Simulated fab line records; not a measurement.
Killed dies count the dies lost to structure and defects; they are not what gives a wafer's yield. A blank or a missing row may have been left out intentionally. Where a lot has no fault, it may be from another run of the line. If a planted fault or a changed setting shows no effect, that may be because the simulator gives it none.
A lot that was struck, set against a sound lot / flow n5 finfet / 39 out of 1938 route steps
Sound: the wafers L613.1, L613.4, L613.5. Wafers struck: L615.1, L615.3, L615.4. The cause is named last.
Per side, at each step with rows, come the tool, then ch with its chambers, and then its first start. Under that, the readings that differ: sound wafers / struck wafers / difference of the means / sigmas: that difference in standard deviations of wafers without a fault.
alike: readings whose means differ by less than 2 such deviations, and words and numbers that are the same on both sides. not compared: withheld readings, readings that some wafer has no value for, bounds like >300 that may hide the same value, and numbers for which the record gives no deviation and whose values overlap.
Wherever a step has rows on one side only, a row that says differs or no value, or a row with sigmas, the two part there. Numbers that have no deviation but don't overlap get no sigmas and don't part them. A reading missing from all wafers of one side parts the sides only when that side holds two or more wafers.

first, 9 steps without rows for these wafers: N5_HKMG_FIN_DESCUM_17 (chemistry O2, time 7.9 s); N5_HKMG_FIN_ETCH_31 (etches SiARC in CF4, target depth 45.5 nm, time 75.8 s); N5_HKMG_FIN_ETCH_32 (etches SOC in N2/H2, target depth 240 nm, time 300 s); N5_HKMG_FIN_STRIP_33 (strips in N2/H2); N5_HKMG_FIN_STRIP_34 (strips in CF4); N5_HKMG_FIN_ETCH_35 (etches SOC in N2/H2, target depth 215.8 nm, time 243.4 s); N5_HKMG_FIN_STRIP_92 (strips SOC in N2/H2, time 20 s); N5_HKMG_FIN_WET_ETCH_18 (etches TiN in SC1, time 55 s, target depth 5.2 nm, rinse time 30 s); N5_HKMG_FIN_STRIP_19 (strips in N2/H2, time 360 s).
N5_HKMG_FIN_ALD_91: deposits TiN, target thk 1 nm, pulse time 1 s, purge time 3 s.
  sound on ald metal-02 ch 0,3, day 4 17:19; struck on ald metal-01 ch 0,1,2, day 4 23:15
  no value came back on the struck wafers for ald cycles, chamber pressure Torr (Torr), heater power w (W), precursor pulse height rel; on the sound wafers ald cycles reads 47 47 47
then, 27 steps without rows for these wafers: N5_HKMG_FIN_COAT_85 (time 60 s, resist thk 300 nm); N5_HKMG_FIN_ETCH_86 (etches SOC in N2/H2, stops on TiN, target depth 393.2 nm); N5_HKMG_FIN_STRIP_89 (strips SOC in N2/H2, time 20 s); N5_HKMG_FIN_WET_ETCH_87 (etches TiN in SC1, time 154.2 s, target depth 4.7 nm, rinse time 30 s); N5_HKMG_FIN_STRIP_88 (strips in N2/H2, time 360 s); N5_HKMG_FIN_NWFM_ALD_20 (deposits TiAlC, target thk 2 nm, pulse time 3 s, purge time 2 s); N5_HKMG_FIN_ALD_71 (deposits TiN, target thk 1 nm, pulse time 1 s, purge time 3 s); N5_HKMG_FIN_COAT_66 (time 60 s, resist thk 300 nm); N5_HKMG_FIN_ETCH_67 (etches SOC in N2/H2, stops on TiN, target depth 388.9 nm); N5_HKMG_FIN_STRIP_90 (strips SOC in N2/H2, time 20 s); N5_HKMG_FIN_WET_ETCH_73 (etches the open film in SC1, time 42.3 s, target depth 1.3 nm, rinse time 30 s); N5_HKMG_FIN_ETCHBACK_68 (etches the open film in Cl2/Ar, stops on HfO2, target depth 0.5 nm); N5_HKMG_FIN_STRIP_69 (strips in N2/H2, time 360 s); N5_HKMG_FIN_ALD_21 (deposits TiN, target thk 1.5 nm, pulse time 1 s, purge time 3 s); N5_HKMG_FIN_ALD_72 (deposits W, target thk 2 nm, pulse time 1 s, purge time 2 s); N5_HKMG_FIN_W_FILL_22 (material W, target thk 60 nm, time 18.2 s); N5_HKMG_FIN_PRECLEAN_83 (cleans in DIW, time 57.5 s); N5_HKMG_FIN_SRD_84 (dry time 32 s); N5_HKMG_FIN_CMP_23 (polishes, stops on SiNx, t overpolish 10 s, target thk 46.326 nm); N5_HKMG_FIN_CMP_94 (polishes, stops on SiNx, t overpolish 4.7 s, target thk 43.299 nm); N5_GATE_CUT_ETCHBACK_00 (etches W in SF6/Cl2); N5_GATE_CUT_ETCH_56 (etches TiN in Cl2/Ar, target depth 21.6 nm); N5_GATE_CUT_ETCHBACK_30 (etches TiN in Cl2/Ar, target depth 3 nm); N5_GATE_CUT_VAPOR_ETCH_60 (etches HfO2 in BCl3/Cl2); N5_GATE_CUT_ETCH_58 (etches SiNx in CH3F/O2, target depth 17 nm, time 128.6 s); N5_GATE_CUT_STRIP_59 (strips in N2/H2, time 20 s); N5_GATE_CUT_PRECLEAN_31 (cleans in DIW, time 300 s).
-- record jumps: 4 days separate the struck wafers' starts on either side; left off in module GATE_CUT, taken up again in module BEOL_M4, whose first shown step is the route's number 1111 --
N5_BEOL_M4_RC_MEAS_101:
  sound on prober-01 ch 0, day 9 06:11; struck on prober-02 ch 0, day 9 01:06
reading=IGATE_N (nA/um); sound=0.0162 0.0165 0.0164; struck=0.0855 0.0839 0.0795; difference=+0.0666; sigmas=+37
reading=IOFF_N (nA/um); sound=0.201 0.178 0.184; struck=31.850 29.977 30.443; difference=+30.569; sigmas=+99 or more
reading=IOFF_N_85C (nA/um); sound=3.7 3.4 3.5; struck=264.3 250.9 256.0; difference=+253.5; sigmas=+99 or more
reading=IOFF_N_LIN (nA/um); sound=0.088 0.081 0.082; struck=13.901 13.324 13.452; difference=+13.475; sigmas=+99 or more
reading=IOFF_N_LONG (nA/um); sound=5.87e-05 5.93e-05 5.97e-05; struck=0.0080008 0.007926 0.0080878; difference=+0.0079456; sigmas=+99 or more
reading=IOFF_P (nA/um); sound=0.252 0.226 0.242; struck=0.053 0.052 0.054; difference=-0.187; sigmas=-6
reading=IOFF_P_85C (nA/um); sound=4.2 3.9 4.1; struck=1.2 1.1 1.2; difference=-2.9; sigmas=-7
reading=IOFF_P_LIN (nA/um); sound=0.114 0.106 0.112; struck=0.025 0.024 0.025; difference=-0.086; sigmas=-7
reading=IOFF_P_LONG (nA/um); sound=0.000107 0.000106 0.000111; struck=5.8e-05 5.8e-05 5.7e-05; difference=-5.0e-05; sigmas=-5
reading=ION_N (uA/um); sound=683 685 685; struck=971 958 970; difference=+282; sigmas=+32
reading=ION_P (uA/um); sound=467 471 473; struck=401 401 403; difference=-69; sigmas=-11
reading=VT_N (mV); sound=245.5 247.7 246.7; struck=99.8 103.0 100.6; difference=-145.5; sigmas=-52
reading=VT_N_LONG (mV); sound=272.9 270.5 272.7; struck=129.6 129.2 130.0; difference=-142.4; sigmas=-75
reading=VT_N_LVT (mV); sound=94.3 96.3 95.3; struck=-46.7 -45.9 -47.2; difference=-141.9; sigmas=-51
reading=VT_P (mV); sound=-250 -250 -246; struck=-289 -290 -288; difference=-40; sigmas=-13
reading=VT_P_LONG (mV); sound=-275 -275 -275; struck=-312 -314 -315; difference=-39; sigmas=-12
reading=VT_P_LVT (mV); sound=-97.2 -97.0 -96.5; struck=-141.7 -140.1 -141.5; difference=-44.2; sigmas=-16
  alike: DIBL_N, DIBL_P, SS_N, SS_P
-- record jumps: 4 days separate the struck wafers' starts on either side; left off in module BEOL_M4, taken up again in module PASSIVATION, whose first shown step is the route's number 1936 --
N5_PASSIVATION_PROBE_49:
  sound on prober-02 at day 13 21:19; struck on prober-02 at day 13 11:44
reading=killed at other; sound=6 13 10; struck=2 3 2; difference=-7; sigmas=-2
reading=sort_bin_4_leakage (%); sound=0 0 0; struck=92.63 93.22 92.88; difference=+92.91; sigmas=
reading=sort n pass; sound=1067 1081 1077; struck=0 0 0; difference=-1075; sigmas=-60
reading=sort yield pct (%); sound=90.4 91.6 91.3; struck=0 0 0; difference=-91; sigmas=-57
  alike: defect limited yield, killed_at_M0_to_M3, killed_at_M4_up, killed at contacts, killed at front end, killed dies, killed open, killed short, sort_bin_5_function, sort_bin_6_memory

WHERE THEY PART
First at N5_HKMG_FIN_ALD_91; last, within this record, at N5_PASSIVATION_PROBE_49.

WHY: what the simulator had put in
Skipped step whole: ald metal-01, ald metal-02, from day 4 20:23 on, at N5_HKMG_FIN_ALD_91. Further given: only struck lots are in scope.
